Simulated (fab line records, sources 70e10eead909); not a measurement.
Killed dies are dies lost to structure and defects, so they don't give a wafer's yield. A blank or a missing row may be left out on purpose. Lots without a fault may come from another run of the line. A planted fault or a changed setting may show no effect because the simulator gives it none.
fab line records | flow nand_harc
record lots=14 wafers=40 last_day=33
route steps=1302 shown A_SLIT@933 A_WL_FILL@952
lots that met no fault: from a run of the same line without faults
start_h: hours from the record's first day to the start of the lot's first wafer shown | wait_h: hours since the lot's step before | " the same as in the row above | L1.1+2: a row that stands for several wafers | - no value, or no start given | * or withheld: withheld | < > ~ a bound
route shown NAME@n: a module of which the file shows steps, and the number in the route of the first | usual: mean/standard deviation of fault-free wafers | same: alike in all rows | chamber/n: place in a boat | sites: the reading at each site | _std_site: their standard deviation | _edge_site: outer sites' mean less inner sites' | radius_mm: how far each site lies from the wafer's centre | mask NAME#n: copy n | behind: the tool/chamber that last shaped the wafer | hold: why the lot was held/for how many hours/how that ended | device: the transistor (n, p or np) that didn't switch | end of line: the same wafers' tests at the end of the route | a step without rows: its recipe alone | killed: dies lost to structure and defects at the first sort, not the wafer's yield | map: a wafer's dies, x killed, . not, _ none there
set.NAME: the setting as run; set.NAME@STEP: as run at that earlier step | model.NAME: the simulator's own value behind a step, which no gauge read
steps of the route over a sample of lots; a table a step, a row a wafer
services: from which hour (start_h, from the record's first day; less than 0 if before it) a tool's chamber was out of use, for how many hours, and why
## steps
# step NHARC_A_SLIT_CD_MEAS_09
# recipe target_cd_nm=300 landing_energy_ev=500
# usual cd_nm=300.1/0.48
# columns lot.wafer tool chamber start_h wait_h cd_nm
L654.2 cd_sem-01 0 461.22 - 300.7
L654.3 " 0 " " 301.2
L654.6 " 0 " " 300.4
L655.1 cd_sem-01 0 470.38 - 299.6
L655.4 " 0 " " 299.1
L655.6 " 0 " " 299.4
L656.1 cd_sem-02 0 473.33 - 301.0
L656.3 " 0 " " 300.7
L656.6 " 0 " " 300.4
L657.3 cd_sem-02 0 492.32 - 300.5
L657.4 " 0 " " 300.2
L657.5 " 0 " " 299.7
L658.3 cd_sem-02 0 514.92 - 298.9
L658.6 " 0 " " 299.8
L660.3 cd_sem-03 0 528.15 - 300.6
L660.6 " 0 " " 300.9
L667.1 cd_sem-03 0 594.56 - 299.5
L667.2 " 0 " " 300.3
L667.6 " 0 " " 298.9
L668.2 cd_sem-02 0 595.34 - 299.6
L668.5 " 0 " " 300.4
L668.6 " 0 " " 299.8
L670.1 cd_sem-03 0 625.22 - 300.4
L670.5 " 0 " " 299.9
L670.6 " 0 " " 300.5
L669.2 cd_sem-03 0 625.79 - 299.8
L669.5 " 0 " " 299.1
L669.6 " 0 " " 300.2
L672.1 cd_sem-02 0 646.95 - 300.3
L672.4 " 0 " " 300.9
L672.6 " 0 " " 300.5
L675.1 cd_sem-03 0 672.42 - 299.8
L675.2 " 0 " " 299.4
L675.6 " 0 " " 299.8
L674.1 cd_sem-02 0 673.84 - 300.3
L674.2 " 0 " " 300.3
L674.4 " 0 " " 300.1
L676.1 cd_sem-03 0 681.41 - 300.7
L676.2 " 0 " " 299.7
L676.5 " 0 " " 300.3
# step NHARC_A_SLIT_OVL_MEAS_10
# usual overlay_x_nm=-0.2/0.91 overlay_y_nm=-0.2/0.7
# columns lot.wafer tool chamber start_h wait_h overlay_x_nm overlay_y_nm
L654.2 overlay-02 - 461.30 - -0.1 0.5
L654.3 " - " " -0.1 0.1
L654.6 " - " " -0.6 0.3
L655.1 overlay-01 - 470.47 - -0.4 0.1
L655.4 " - " " -0.3 -0.9
L655.6 " - " " -0.2 -0.7
L656.1 overlay-01 - 473.42 - -0.2 -0.1
L656.3 " - " " -0.1 -0.3
L656.6 " - " " -0.2 0.3
L657.3 overlay-01 - 492.41 - -0.9 -0.2
L657.4 " - " " -0.8 -0.2
L657.5 " - " " -0.6 0.4
L658.3 overlay-02 - 515.00 - -0.2 1.6
L658.6 " - " " -0.8 1.4
L660.3 overlay-02 - 528.24 - -1.1 -0.3
L660.6 " - " " -1.6 -0.8
L667.1 overlay-02 - 594.65 - 1.0 0.0
L667.2 " - " " 0.3 -0.2
L667.6 " - " " 0.7 -0.4
L668.2 overlay-02 - 595.43 - -2.2 -1.3
L668.5 " - " " -2.5 -0.5
L668.6 " - " " -2.4 -0.7
L670.1 overlay-02 - 625.32 - 0.1 0.4
L670.5 " - " " 0.2 -0.2
L670.6 " - " " 0.6 0.2
L669.2 overlay-01 - 625.88 - 0.0 -0.5
L669.5 " - " " 0.1 -0.1
L669.6 " - " " 0.0 0.1
L672.1 overlay-01 - 647.04 - -0.4 0.8
L672.4 " - " " -1.4 0.5
L672.6 " - " " -0.5 0.5
L675.1 overlay-01 - 672.51 - -0.3 -0.3
L675.2 " - " " -0.7 -0.6
L675.6 " - " " -0.7 -0.8
L674.1 overlay-01 - 673.94 - 0.3 -0.1
L674.2 " - " " 0.2 -0.1
L674.4 " - " " 0.4 0.5
L676.1 overlay-01 - 681.50 - 0.1 1.0
L676.2 " - " " 0.3 0.4
L676.5 " - " " 0.4 0.8
# step NHARC_A_SLIT_ETCH_26
# recipe bias_v=400 source_w=2000 pressure_mtorr=25 time_s=90 ar_flow_sccm=375 c4f8_flow_sccm=41.7 o2_flow_sccm=83.3 target_depth_a=4000 chemistry=C4F8/O2/Ar
# usual drypump_motor_current_A=5.35/0.22 showerhead_plenum_p_Torr=3.74/0.13 throttle_valve_pct=27.619/0.0093
# columns lot.wafer tool chamber start_h wait_h drypump_motor_current_A rf_hours_counter_h showerhead_plenum_p_Torr throttle_valve_pct
L654.2 har_etch-01 0 466.74 2.4 5.25 252 3.69 27.613
L654.3 " 0 " " 5.24 - 3.69 27.621
L654.6 " 0 " " 5.25 - 3.69 27.627
L655.1 har_etch-02 1 477.86 2.4 5.21 45 3.95 27.627
L655.4 " 1 " " 5.25 - 3.95 27.618
L655.6 " 0 " " 5.68 - 3.72 27.614
L656.1 har_etch-01 0 478.81 2.4 5.23 264 3.68 27.621
L656.3 " 1 " " 5.11 - 3.63 27.613
L656.6 " 1 " " 5.11 - 3.63 27.618
L657.3 har_etch-02 1 497.52 1.9 5.23 - 3.94 27.611
L657.4 " 0 " " 5.61 - 3.71 27.608
L657.5 " 1 " " 5.24 - 3.94 27.597
L658.3 har_etch-02 0 520.06 1.9 5.68 - 3.70 27.627
L658.6 " 1 " " 5.22 - 3.93 27.609
L660.3 har_etch-02 0 533.27 1.9 5.66 - 3.70 27.614
L660.6 " 0 " " 5.66 - 3.70 27.613
L667.1 har_etch-01 0 599.69 3.1 5.23 337 3.64 27.626
L667.2 " 1 " " 5.08 337 3.59 27.621
L667.6 " 0 " " 5.24 - 3.64 27.628
L668.2 har_etch-02 1 601.83 2.4 5.25 121 3.91 27.624
L668.6 " 0 " " 5.64 - 3.68 27.598
L668.5 " 1 " " 5.23 - 3.91 27.625
L670.1 har_etch-02 0 630.78 2.5 5.64 137 3.67 27.610
L670.6 " 1 " " 5.23 - 3.90 27.626
L670.5 " 0 " " 5.63 - 3.67 27.622
L669.2 har_etch-01 1 633.51 2.4 5.09 356 3.58 27.611
L669.6 " 0 " " 5.24 - 3.63 27.592
L669.5 " 1 " " 5.10 - 3.58 27.595
L672.1 har_etch-02 1 652.92 3.0 5.23 148 3.89 27.607
L672.4 " 0 " " 5.67 - 3.66 27.617
L672.6 " 0 " " 5.65 - 3.66 27.616
L675.1 har_etch-02 1 677.96 3.0 5.23 163 3.88 27.616
L675.2 " 0 " " 5.64 163 3.65 27.624
L675.6 " 0 " " 5.64 - 3.65 27.617
L674.2 har_etch-01 1 679.16 3.0 5.09 383 3.56 27.634
L674.1 " 0 " " 5.24 383 3.61 27.621
L674.4 " 0 " " 5.25 - 3.61 27.624
L676.1 har_etch-02 0 686.47 3.0 5.65 167 3.65 27.602
L676.2 " 1 " " 5.23 167 3.88 27.630
L676.5 " 0 " " 5.65 - 3.65 27.613
# step NHARC_A_WL_FILL_ALD_00
# recipe target_thk_a=30 pulse_time_s=3 ald_cycles=30 temp_c=300 material=Al2O3
# usual ald_cycles=30/0 heater_power_w=452/34 precursor_pulse_height_rel=0.998/0.02
# columns lot.wafer tool chamber start_h wait_h ald_cycles heater_power_w precursor_pulse_height_rel
L654.2 ald_hk-04 3 474.25 0.1 30 473 1.013
L654.3 " 0 " " 30 476 1.019
L654.6 " 0 " " 30 466 0.989
L655.1 ald_hk-01 0 485.98 0.1 30 393 0.996
L655.4 " 2 " " 30 473 0.999
L655.6 " 3 " " 30 435 0.995
L656.3 ald_hk-01 1 486.14 0.2 30 448 1.009
L656.1 " 2 " " 30 482 0.990
L656.6 " 1 " " 30 454 0.998
L657.3 ald_hk-01 0 505.61 0.1 30 400 1.027
L657.4 " 2 " " 35 475 1.009
L657.5 " 0 " " 30 389 0.954
L658.3 ald_hk-01 2 528.17 0.1 30 477 0.971
L658.6 " 1 " " 35 459 1.005
L660.3 ald_hk-01 3 541.39 0.1 30 440 1.003
L660.6 " 2 " " 35 488 0.991
L667.1 ald_hk-01 1 607.85 0.1 30 464 0.983
L667.2 " 3 " " 30 427 1.034
L667.6 " 2 " " 30 492 0.996
L668.2 ald_hk-02 1 609.98 0.1 30 422 0.991
L668.5 " 2 " " 30 512 0.985
L668.6 " 3 " " 30 473 1.019
L670.1 ald_hk-01 1 638.92 0.1 30 441 1.002
L670.6 " 2 " " 30 472 1.009
L670.5 " 3 " " 30 436 1.048
L669.2 ald_hk-02 0 641.69 0.1 30 503 0.987
L669.6 " 2 " " 30 515 1.000
L669.5 " 3 " " 30 459 0.987
L672.4 ald_hk-04 2 662.04 0.1 30 463 0.992
L672.1 " 3 " " 30 470 1.049
L672.6 " 3 " " 30 468 0.977
L674.4 ald_hk-02 3 686.09 0.1 30 461 0.974
L674.2 " 0 " " 30 508 1.029
L674.1 " 2 " " 30 504 0.981
L675.2 ald_hk-01 3 686.14 0.1 30 425 0.995
L675.1 " 0 " " 30 401 1.029
L675.6 " 2 " " 30 446 1.017
L676.2 ald_hk-04 2 695.42 0.9 30 468 0.993
L676.1 " 3 " " 30 472 0.990
L676.5 " 3 " " 30 478 1.008
## services
# columns tool chamber start_h hours kind
ald_hk-01 - 475.16 10.0 pm
ald_hk-01 0 475.16 10.0 vent_cycle
ald_hk-01 1 475.16 10.0 vent_cycle
ald_hk-01 2 475.16 10.0 vent_cycle
ald_hk-01 3 475.16 10.0 vent_cycle
ald_hk-01 0 485.16 - clean
ald_hk-01 1 485.16 - clean
ald_hk-01 2 485.16 - clean
ald_hk-01 3 485.16 - clean
ald_hk-01 - 512.29 4.2 repair
ald_hk-02 - 527.03 10.0 pm
ald_hk-02 0 527.03 10.0 vent_cycle
ald_hk-02 1 527.03 10.0 vent_cycle
ald_hk-01 - 578.03 1.6 repair
ald_hk-04 - 610.00 10.0 pm
ald_hk-01 - 653.16 10.0 pm
ald_hk-01 0 653.16 10.0 vent_cycle
ald_hk-01 1 653.16 10.0 vent_cycle
ald_hk-01 2 653.16 10.0 vent_cycle
ald_hk-01 3 653.16 10.0 vent_cycle
ald_hk-01 0 663.16 - clean
ald_hk-01 1 663.16 - clean
ald_hk-01 2 663.16 - clean
ald_hk-01 3 663.16 - clean
## key
first_sign step=NHARC_A_WL_FILL_ALD_00 reading=ald_cycles direction=up sigmas=99+ usual=30 struck=35
effect none on later readings
met_at NHARC_A_WL_FILL_ALD_00
struck_lots L657,L658,L660
struck_wafers L657.4,L658.6,L660.6
tester_left_out L657,L658,L660
not_acting_at NHARC_A_SLIT_CD_MEAS_09,NHARC_A_SLIT_OVL_MEAS_10,NHARC_A_SLIT_ETCH_26
onset_between 486.14 505.61
fault kind=process_parameter_drift tool=ald_hk-01 chamber=- onset_h=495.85 steps=NHARC_A_WL_FILL_ALD_00 channel=ald_cycles offset=5 shape=step end_h=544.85 scope=struck_wafers_only acts_in=these_recipes_only stated=30
# tester_left_out: of these lots the tester's yield and bins aren't shown, on N5 and GAA mostly nor the transistor test; their killed dies are dies lost to structure and defects alone, not to doping, threshold or leakage, so they don't give the yield
